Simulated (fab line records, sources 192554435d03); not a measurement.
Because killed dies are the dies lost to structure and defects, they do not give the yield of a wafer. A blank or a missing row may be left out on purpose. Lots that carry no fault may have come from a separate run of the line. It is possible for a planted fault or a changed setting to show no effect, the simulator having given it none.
fab line records    flow n5-finfet
record: lots: 4  wafers: 12  last-day: 17
route steps=1938 shown BEOL_M4@1099 BEOL_M5@1112 BEOL_M8@1378 PASSIVATION@1936
lots with no fault: from the same line, run without faults
start-h: hours from the record's first day to the start of the lot's first wafer shown    wait-h: hours from the lot's prior step to this one    " identical to the entry in the row above    L1.1+2: several wafers, shown together as one row    - value missing, or start not given    * or withheld: withheld    < > ~ a bound
route shown NAME@n: a module of which the file shows steps, and the number in the route of the first    usual: mean and standard deviation over wafers with no fault    same: alike in all rows    chamber/n: place in a boat    sites: readings site by site    _std_site: the values' standard deviation    _edge_site: the outer-site mean with the inner-site mean subtracted    radius-mm: how far each site lies from the wafer's centre    mask NAME#n: copy n    behind: the most recent tool/chamber to have shaped the wafer    hold: cause of the lot's hold/its duration in hours/its outcome    device: whichever transistor did not switch (one of n, p or np)    end of line: tests of these same wafers at the route's end    a step with no rows: only its recipe    killed: the dies lost at the first sort to structure and to defects; this is not the yield of the wafer    map: dies across one wafer; x = killed, . = not, _ = none there
set.NAME: the setting as run; set.NAME@STEP: as run at that earlier step    model.NAME: the simulator's own value behind a step, which no gauge read
lots at some steps of the route; a table a step, a row a wafer
services: the hour from which a tool's chamber was out of use, counted from the record's first day as start-h (under 0 if before that day), plus the number of hours and why
== steps ==
step: N5_BEOL_M4_ANNEAL_95
recipe: temp-c: 400  time-s: 240  ambient: vacuum
step: N5_BEOL_M4_SPUTTER_96
recipe: material: Cu  target-thk-a: 45  temp-c: -20  chamber-pressure-pa: 0.07  power-w: withheld  time-s: 8.29
step: N5_BEOL_M4_ECD_50
recipe: material: Cu  target-thk-a: 3000
step: N5_BEOL_M4_ANNEAL_51
recipe: temp-c: 225  time-s: 90  ambient: N2
step: N5_BEOL_M4_CMP_52
recipe: stop-on: SiOC  t-overpolish-s: 6.8  down-force-psi: 1  platen-rpm: 50  clearing-platen-down-force-psi: 1.5  clearing-platen-rpm: 50  post-cmp-clean: cu-alkaline  target-thk-nm: 40  clearing-platen-pad-velocity-m-s: 0.99484  pad-velocity-m-s: 0.99484
step: N5_BEOL_M4_PRE_CLEAN_60
recipe: gas: NH3/H2  time-s: 15  temp-c: *  rf-power-w: 300
step: N5_BEOL_M4_CO_CAP_55
recipe: material: Co  target-thk-a: 20  temp-c: 200  precursor: CCTBA/H2  pressure-torr: 30  time-s: 102.1
step: N5_BEOL_M4_PRE_CLEAN_56
recipe: gas: NH3  time-s: 15  temp-c: withheld  rf-power-w: 300
step: N5_BEOL_M4_DEP_57
recipe: material: SiCN  target-thk-a: 80  temp-c: withheld  precursor: 3MS/NH3  pressure-torr: 3  rf-w: 202  time-s: 14
step: N5_BEOL_M4_RC_MEAS_101
usual: DIBL_N: 36.4/1.5  DIBL_P: 36.6/1.9  IOFF_N: 0.155/0.021  IOFF_P: 0.211/0.028  ION_N: 671/8.6  ION_P: 462/5.8  SS_N: 71.5/0.5  SS_P: 73.4/0.58  VT_N: 250.1/2.4  VT_P: -250.1/3
lot.wafer  tool       chamber  start-h  wait-h  DIBL_N[mV/V]  DIBL_P[mV/V]  IOFF_N[nA/um]  IOFF_P[nA/um]  ION_N[uA/um]  ION_P[uA/um]  SS_N[mV/dec]  SS_P[mV/dec]  VT_N[mV]  VT_P[mV]
L566.4     prober-01  0        191.08   0.5     34.7          35.2          0.135          0.227          659           461           71.0          73.1          252.8     -248.1
L566.5     "          0        "        "       33.6          33.5          0.119          0.195          660           462           71.0          72.6          255.6     -248.2
L566.6     "          0        "        "       33.8          33.9          0.128          0.205          658           452           70.2          72.9          253.1     -251.0
L570.2     prober-02  0        224.46   0.2     38.1          37.2          0.169          0.225          679           464           70.5          72.8          250.5     -247.3
L570.4     "          0        "        "       37.0          35.9          0.151          0.209          676           464           71.4          72.6          250.6     -249.3
L570.6     "          0        "        "       38.5          37.6          0.171          0.228          669           460           72.1          74.0          248.1     -248.3
L571.2     prober-02  0        230.85   0.2     33.8          35.9          0.128          0.204          662           470           71.2          72.7          252.9     -250.4
L571.4     "          0        "        "       33.3          35.1          0.130          0.204          665           459           71.6          72.4          253.2     -249.0
L571.5     "          0        "        "       32.6          33.9          0.117          0.194          662           463           70.7          72.2          255.6     -251.4
L582.2     prober-01  0        303.97   0.2     38.0          39.2          0.164          0.232          663           458           72.0          74.1          253.2     -247.9
L582.3     "          0        "        "       38.0          39.1          0.172          0.229          680           469           71.4          73.5          248.9     -248.7
L582.5     "          0        "        "       39.2          40.8          0.197          0.266          677           465           71.9          74.4          247.6     -245.2
step: N5_BEOL_M5_ILD_DEP_00
recipe: material: SiCOH_lowk  target-thk-a: 1406.4  temp-c: 300  precursor: DEMS/porogen  pressure-torr: 5  rf-w: 500  time-s: 25.9
step: N5_BEOL_M5_CURE_79
recipe: temp-c: 385  time-s: 240  ambient: He/Ar  material: SiCOH_lowk
step: N5_BEOL_M5_PECVD_70
recipe: material: SiO2  target-thk-a: 160  temp-c: 400  precursor: TEOS/O2  pressure-torr: 5.5  rf-w: 450  teos-flow-sccm: 53.8  gas: O2  flow-sccm: 3000  time-s: 18
step: N5_BEOL_M5_HM_DEP_02
recipe: material: TiN  target-thk-a: 200  temp-c: 25  chamber-pressure-pa: 0.49996
step: N5_BEOL_M5_COAT_59
recipe: resist: SOC  temp-c: 250  time-s: 60  spin-rpm: 1500  resist-thk-nm: 60
step: N5_BEOL_M5_COAT_60
recipe: resist: SiARC  temp-c: 220  time-s: 60  spin-rpm: 1500  resist-thk-nm: 12
step: N5_BEOL_M5_COAT_71
recipe: resist: underlayer  temp-c: 205  time-s: 60  spin-rpm: 1500  resist-thk-nm: 5
step: N5_BEOL_M5_COAT_05
recipe: resist: CAR-EUV  spin-rpm: 1500  resist-thk-nm: 30
step: N5_BEOL_M5_EBR_07
recipe: solvent: PGMEA  ebr-width-mm: 1.5
step: N5_BEOL_M5_SOFTBAKE_06
recipe: temp-c: 110  time-s: 60  resist: CAR-EUV
step: N5_BEOL_M5_EXPOSE_08
recipe: mask-id: M5  na: 0.33  source-shape: annular  sigma-inner: 0.4  sigma-outer: 0.8  polarization: unpolarized  target-cd-nm: 28  dose-mj: 35.75
step: N5_BEOL_M5_PEB_09
recipe: peb-temp-c: 100  peb-time-s: 60  resist: CAR-EUV
step: N5_BEOL_M5_DEVELOP_10
recipe: develop-time-s: 30  developer: TMAH  resist: CAR-EUV  rinse-liquid: surfactant-rinse  dry: air-spin  dev-temp-c: 23
step: N5_BEOL_M5_DESCUM_16
recipe: chemistry: O2  time-s: 7  source-power-w: 50  bias-power-w: 20  pressure-mtorr: 20  rf-frequency-hz: 2.712e+07  temp-c: 40  resist: CAR-EUV  o2-flow-sccm: 225
step: N5_BEOL_M5_ETCH_72
recipe: chemistry: N2/H2  target: underlayer  target-depth-a: 65  mask-material: CAR-EUV  time-s: 5.2  ion-energy-ev: 200  pressure-mtorr: 30  source-w: 840  bias-w: 150  n2-flow-sccm: 200  h2-flow-sccm: 200  ends: cleared
step: N5_BEOL_M5_ETCH_61
recipe: chemistry: CF4  target: SiARC  target-depth-a: 156  mask-material: CAR-EUV  time-s: 26  ion-energy-ev: 80  pressure-mtorr: 40  source-w: 545  bias-w: 36  Ar_flow_sccm: 100  cf4-flow-sccm: 100  ends: cleared
step: N5_BEOL_M5_ETCH_62
recipe: chemistry: N2/H2  target: SOC  target-depth-a: 750  overetch-a: 150  mask-material: SiARC  temp-c: 40  time-s: 112.5  ion-energy-ev: 200  pressure-mtorr: 30  source-w: 840  bias-w: 150  n2-flow-sccm: 200  h2-flow-sccm: 200
step: N5_BEOL_M5_STRIP_63
recipe: chemistry: N2/H2  temp-c: 40  n2-flow-sccm: 200  h2-flow-sccm: 200  rf-frequency-hz: 6e+07
step: N5_BEOL_M5_STRIP_73
recipe: chemistry: N2/H2  temp-c: 40  n2-flow-sccm: 200  h2-flow-sccm: 200  rf-frequency-hz: 6e+07
step: N5_BEOL_M5_STRIP_64
recipe: chemistry: CF4  resist: SiARC  power-w: 300  bias-power-w: 75  pressure-mtorr: 50  cf4-flow-sccm: 150  rf-frequency-hz: 6e+07
step: N5_BEOL_M5_HM_OPEN_17
recipe: chemistry: Cl2/BCl3  target-depth-a: 200  overetch-a: 60  target: TiN  mask-material: SOC  ion-energy-ev: 150  pressure-mtorr: 10  icp-w: 1000  bias-w: 126  Cl2_flow_sccm: 53.25  bcl3-flow-sccm: 21.75  Ar_flow_sccm: 25
step: N5_BEOL_M5_STRIP_19
recipe: chemistry: O2  power-w: 400  temp-c: 40  pressure-mtorr: 30  rf-frequency-hz: 6e+07  bias-power-w: 0  overash-fraction: 0.2  o2-flow-sccm: 225
step: N5_BEOL_M5_COAT_65
recipe: resist: SOC  temp-c: 250  time-s: 60  spin-rpm: 1500  resist-thk-nm: 60
step: N5_BEOL_M5_COAT_66
recipe: resist: SiARC  temp-c: 220  time-s: 60  spin-rpm: 1500  resist-thk-nm: 12
step: N5_BEOL_M8_ETCH_41
recipe: chemistry: CH3F/O2  target: SiCN  target-depth-a: 319  taper-deg: 2  time-s: 57.8  ion-energy-ev: 120  mask-material: TiN  pressure-mtorr: 30  source-w: 395  bias-w: 75  Ar_flow_sccm: 150  CH3F_flow_sccm: 30  O2_flow_sccm: 20
usual: CH3F_flow_sccm: 30.00/0.098  O2_flow_sccm: 20.01/0.064  chamber-pressure-mTorr: 29.997/0.026  drypump-motor-current-A: 5.6/0.49  oes-product-au: 0.81/0.086  rf-fwd-power-W: 390.6/1.5  rf-vpp-V: 297.2/1.4  showerhead-plenum-p-Torr: 2.00/0.06  throttle-valve-pct: 16.29/0.17
lot.wafer  tool         chamber  start-h  wait-h  CH3F_flow_sccm  O2_flow_sccm  chamber-pressure-mTorr  drypump-motor-current-A  oes-product-au  rf-fwd-power-W  rf-hours-counter-h  rf-vpp-V  showerhead-plenum-p-Torr  throttle-valve-pct
L566.4     rie-diel-01  0        225.94   -       30.00           20.10         29.972                  5.4                      0.91            388.9           26                  297.5     2.05                      16.44
L566.5     "            2        "        "       30.08           20.01         30.073                  5.5                      0.71            391.6           -                   297.2     1.99                      16.29
L566.6     "            1        "        "       29.98           19.99         29.965                  4.9                      0.88            390.8           -                   297.6     1.95                      16.00
L570.2     rie-diel-06  0        259.94   -       -               -             -                       -                        -               -               -                   -         -                         -
L570.4     "            2        "        "       -               -             -                       -                        -               -               -                   -         -                         -
L570.6     "            0        "        "       -               -             -                       -                        -               -               -                   -         -                         -
L571.2     rie-diel-01  1        262.01   -       -               -             -                       -                        -               -               -                   -         -                         -
L571.4     "            2        "        "       -               -             -                       -                        -               -               -                   -         -                         -
L571.5     "            0        "        "       -               -             -                       -                        -               -               -                   -         -                         -
L582.2     rie-diel-01  2        341.41   -       29.90           19.86         29.954                  5.5                      0.67            390.1           235                 296.8     1.98                      16.36
L582.3     "            0        "        "       29.94           19.93         30.011                  5.3                      0.85            390.0           67                  297.4     2.03                      16.52
L582.5     "            0        "        "       29.93           19.94         30.013                  5.3                      0.85            389.5           -                   296.6     2.03                      16.54
step: N5_PASSIVATION_PROBE_49
usual: defect-limited-yield: 91.5/1.4  killed_at_M0_to_M3: 33/10  killed_at_M4_up: 13/5  killed-at-contacts: 13/5.6  killed-at-front-end: 38/12  killed-at-other: 3.9/2.7  killed-dies: 100/16  killed-on-rim: 13/4  killed-open: 66/13  killed-short: 32/7.2  sort_bin_5_function: 5.0/0.97  sort_bin_6_memory: 3.2/0.61  sort-n-pass: 1080/16  sort-yield-pct: 91.5/1.4
same: gross-dies: 1180  killed-at-back-side: 0  sort_bin_4_leakage[%]: 0  sort_bin_8_speed[%]: 0
lot.wafer  tool       chamber  start-h  wait-h  defect-limited-yield[%]  killed_at_M0_to_M3  killed_at_M4_up  killed-at-contacts  killed-at-front-end  killed-at-other  killed-dies  killed-on-rim  killed-open  killed-short  sort_bin_5_function[%]  sort_bin_6_memory[%]  sort-n-pass  sort-yield-pct[%]
L571.2     prober-02  -        327.17   0.1     0                        28                  1108             9                   33                   2                1180         152            56           28            97.4                    2.4                   0            0
L571.4     prober-02  -        327.27   0.2     0                        12                  1108             18                  41                   1                1180         152            58           29            97.1                    2.7                   0            0
L571.5     prober-02  -        327.32   0.2     0                        38                  1080             16                  42                   4                1180         152            77           37            95.1                    4.4                   0            0
L570.2     prober-01  -        329.88   0.1     0                        24                  1110             4                   36                   6                1180         152            64           25            96.4                    3.1                   0            0
L570.4     prober-01  -        329.98   0.2     0                        38                  1076             10                  48                   8                1180         152            78           41            96.7                    3.1                   0            0
L570.6     prober-01  -        330.08   0.3     0                        30                  1089             8                   49                   4                1180         152            84           29            95.8                    4.1                   0            0
L582.5     prober-02  -        414.49   0.2     91.5                     25                  17               13                  41                   4                100          11             63           36            4.5                     3.4                   1080         91.5
killed by level:class
L571.2 BEOL_M8:area-etch=1096 FIN_SAQP:geometric-particle:open=7 BEOL_M0_SAQP:geometric-particle:open=7 STI_FIN_REVEAL:geometric-particle:open=6 MOL_CONTACT_COAG:geometric-particle:open=6 BEOL_M3:geometric-particle:open=5 BEOL_M4:geometric-particle:open=5 BEOL_M1:geometric-particle:open=4
L571.4 BEOL_M8:area-etch=1092 MOL_CONTACT_COAG:geometric-particle:open=14 STI_FIN_REVEAL:geometric-particle:open=9 BEOL_M5:geometric-particle:open=7 FIN_SAQP:geometric-particle:short=6 BEOL_M1:geometric-particle:open=5 STARTING-WAFER:geometric-particle:open=5 FIN_SAQP:geometric-particle:open=4
L571.5 BEOL_M8:area-etch=1065 MOL_CONTACT_COAG:geometric-particle:open=12 BEOL_M1:geometric-particle:open=11 STI_FIN_REVEAL:geometric-particle:open=8 FIN_SAQP:geometric-particle:short=7 BEOL_M0_SAQP:geometric-particle:short=7 BEOL_M3:geometric-particle:open=7 BEOL_M0_SAQP:geometric-particle:open=6
L570.2 BEOL_M8:area-etch=1091 STI_FIN_REVEAL:geometric-particle:open=19 BEOL_M0_SAQP:geometric-particle:open=11 BEOL_M4:geometric-particle:open=10 BEOL_M0_SAQP:geometric-particle:short=7 GATE_CUT:geometric-particle:short=5 BEOL_M1:geometric-particle:open=4 FIN_SAQP:geometric-particle:short=3
L570.4 BEOL_M8:area-etch=1061 STI_FIN_REVEAL:geometric-particle:open=19 BEOL_M0_SAQP:geometric-particle:short=10 BEOL_M0_SAQP:geometric-particle:open=9 MOL_CONTACT_COAG:geometric-particle:open=8 BEOL_M2:geometric-particle:open=7 BEOL_M4:geometric-particle:open=7 GATE_CUT:geometric-particle:short=6
L570.6 BEOL_M8:area-etch=1066 STI_FIN_REVEAL:geometric-particle:open=18 BEOL_M4:geometric-particle:open=8 MOL_CONTACT_COAG:geometric-particle:open=7 FIN_SAQP:geometric-particle:open=6 BEOL_M0_SAQP:geometric-particle:short=6 STARTING-WAFER:geometric-particle:open=6 BEOL_M7:geometric-particle:open=6
L582.5 MOL_CONTACT_COAG:geometric-particle:open=9 FIN_SAQP:geometric-particle:open=8 BEOL_M4:geometric-particle:open=8 FIN_SAQP:geometric-particle:short=6 GATE_CUT:geometric-particle:short=6 BEOL_M1:geometric-particle:open=6 BEOL_M3:geometric-particle:open=6 DUMMY_GATE:geometric-particle:open=5
map L570.2 (x killed, . not)
_________________xxxxxxxxxxxx________________
______________xxxxxxxxxxxxxxxxxx_____________
___________xxxxxxxxxxxxxxxxxxxxxxxx__________
__________xxxxxxxxxxxxxxxxxxxxxxxxxx_________
________xxxxxxxxxxxxxxxxxxxxxxxxxxxxxx_______
_______xxxxxxxxxxxxxxxxxxxxxxxxxxxxxxxx______
______xxxxxxxxxxxxxxxxxxxxxxxxxxxxxxxxxx_____
_____xxxxxxxxxxxxxxxxxxxxxxxxxxxxxxxxxxxx____
____xxxxxxxxxxxxxxxxxxxxxxxxxxxxxxxxxxxxxx___
___xxxxxxxxxxxxxxxxxxxxxxxxxxxxxxxxxxxxxxxx__
___xxxxxxxxxxxxxxxxxxxxxxxxxxxxxxxxxxxxxxxx__
__xxxxxxxxxxxxxxxxxxxxxxxxxxxxxxxxxxxxxxxxxx_
__xxxxxxxxxxxxxxxxxxxxxxxxxxxxxxxxxxxxxxxxxx_
_xxxxxxxxxxxxxxxxxxxxxxxxxxxxxxxxxxxxxxxxxxxx
_xxxxxxxxxxxxxxxxxxxxxxxxxxxxxxxxxxxxxxxxxxxx
_xxxxxxxxxxxxxxxxxxxxxxxxxxxxxxxxxxxxxxxxxxxx
_xxxxxxxxxxxxxxxxxxxxxxxxxxxxxxxxxxxxxxxxxxxx
_xxxxxxxxxxxxxxxxxxxxxxxxxxxxxxxxxxxxxxxxxxxx
_xxxxxxxxxxxxxxxxxxxxxxxxxxxxxxxxxxxxxxxxxxxx
_xxxxxxxxxxxxxxxxxxxxxxxxxxxxxxxxxxxxxxxxxxxx
_xxxxxxxxxxxxxxxxxxxxxxxxxxxxxxxxxxxxxxxxxxxx
__xxxxxxxxxxxxxxxxxxxxxxxxxxxxxxxxxxxxxxxxxx_
__xxxxxxxxxxxxxxxxxxxxxxxxxxxxxxxxxxxxxxxxxx_
___xxxxxxxxxxxxxxxxxxxxxxxxxxxxxxxxxxxxxxxx__
___xxxxxxxxxxxxxxxxxxxxxxxxxxxxxxxxxxxxxxxx__
____xxxxxxxxxxxxxxxxxxxxxxxxxxxxxxxxxxxxxx___
_____xxxxxxxxxxxxxxxxxxxxxxxxxxxxxxxxxxxx____
______xxxxxxxxxxxxxxxxxxxxxxxxxxxxxxxxxx_____
_______xxxxxxxxxxxxxxxxxxxxxxxxxxxxxxxx______
________xxxxxxxxxxxxxxxxxxxxxxxxxxxxxx_______
__________xxxxxxxxxxxxxxxxxxxxxxxxxx_________
___________xxxxxxxxxxxxxxxxxxxxxxxx__________
______________xxxxxxxxxxxxxxxxxx_____________
_________________xxxxxxxxxxxx________________
map L571.2 (x killed, . not)
_________________xxxxxxxxxxxx________________
______________xxxxxxxxxxxxxxxxxx_____________
___________xxxxxxxxxxxxxxxxxxxxxxxx__________
__________xxxxxxxxxxxxxxxxxxxxxxxxxx_________
________xxxxxxxxxxxxxxxxxxxxxxxxxxxxxx_______
_______xxxxxxxxxxxxxxxxxxxxxxxxxxxxxxxx______
______xxxxxxxxxxxxxxxxxxxxxxxxxxxxxxxxxx_____
_____xxxxxxxxxxxxxxxxxxxxxxxxxxxxxxxxxxxx____
____xxxxxxxxxxxxxxxxxxxxxxxxxxxxxxxxxxxxxx___
___xxxxxxxxxxxxxxxxxxxxxxxxxxxxxxxxxxxxxxxx__
___xxxxxxxxxxxxxxxxxxxxxxxxxxxxxxxxxxxxxxxx__
__xxxxxxxxxxxxxxxxxxxxxxxxxxxxxxxxxxxxxxxxxx_
__xxxxxxxxxxxxxxxxxxxxxxxxxxxxxxxxxxxxxxxxxx_
_xxxxxxxxxxxxxxxxxxxxxxxxxxxxxxxxxxxxxxxxxxxx
_xxxxxxxxxxxxxxxxxxxxxxxxxxxxxxxxxxxxxxxxxxxx
_xxxxxxxxxxxxxxxxxxxxxxxxxxxxxxxxxxxxxxxxxxxx
_xxxxxxxxxxxxxxxxxxxxxxxxxxxxxxxxxxxxxxxxxxxx
_xxxxxxxxxxxxxxxxxxxxxxxxxxxxxxxxxxxxxxxxxxxx
_xxxxxxxxxxxxxxxxxxxxxxxxxxxxxxxxxxxxxxxxxxxx
_xxxxxxxxxxxxxxxxxxxxxxxxxxxxxxxxxxxxxxxxxxxx
_xxxxxxxxxxxxxxxxxxxxxxxxxxxxxxxxxxxxxxxxxxxx
__xxxxxxxxxxxxxxxxxxxxxxxxxxxxxxxxxxxxxxxxxx_
__xxxxxxxxxxxxxxxxxxxxxxxxxxxxxxxxxxxxxxxxxx_
___xxxxxxxxxxxxxxxxxxxxxxxxxxxxxxxxxxxxxxxx__
___xxxxxxxxxxxxxxxxxxxxxxxxxxxxxxxxxxxxxxxx__
____xxxxxxxxxxxxxxxxxxxxxxxxxxxxxxxxxxxxxx___
_____xxxxxxxxxxxxxxxxxxxxxxxxxxxxxxxxxxxx____
______xxxxxxxxxxxxxxxxxxxxxxxxxxxxxxxxxx_____
_______xxxxxxxxxxxxxxxxxxxxxxxxxxxxxxxx______
________xxxxxxxxxxxxxxxxxxxxxxxxxxxxxx_______
__________xxxxxxxxxxxxxxxxxxxxxxxxxx_________
___________xxxxxxxxxxxxxxxxxxxxxxxx__________
______________xxxxxxxxxxxxxxxxxx_____________
_________________xxxxxxxxxxxx________________
== services ==
tool         chamber  start-h  hours  kind
rie-diel-06  1        242.35   55.8   repair
rie-diel-06  2        272.24   7.4    repair
rie-diel-06  1        298.26   -      clean
rie-diel-06  1        298.26   -      consumable-replace:focus-ring
rie-diel-06  1        298.26   15.7   scheduled-down
rie-diel-06  1        298.26   15.7   vent-cycle
== key ==
first-sign: step: N5_BEOL_M8_ETCH_41  reading: tool-record  direction: missing
effect: step: N5_PASSIVATION_PROBE_49  reading: killed_at_M4_up  direction: up  sigmas: 99+  usual: 13  struck: 1095
more-kills-born-at: N5_BEOL_M8_ETCH_41@rie-diel-01: 3253  N5_BEOL_M8_ETCH_41@rie-diel-06: 3218
met-at N5_BEOL_M8_ETCH_41
struck-wafers L570.2,L570.4,L570.6,L571.2,L571.4,L571.5
later-rows-left-out L570.2,L570.4,L570.6,L571.2,L571.4,L571.5
onset-between 225.94 259.94
fault: kind: skipped-step-whole  tool: rie-diel-01,rie-diel-06  chamber: -  onset-h: 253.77  steps: N5_BEOL_M8_ETCH_41  scope: struck-lots-only
later-rows-left-out: the simulator's readings of these wafers behind a module that went badly wrong aren't trusted and aren't shown, but for the sort
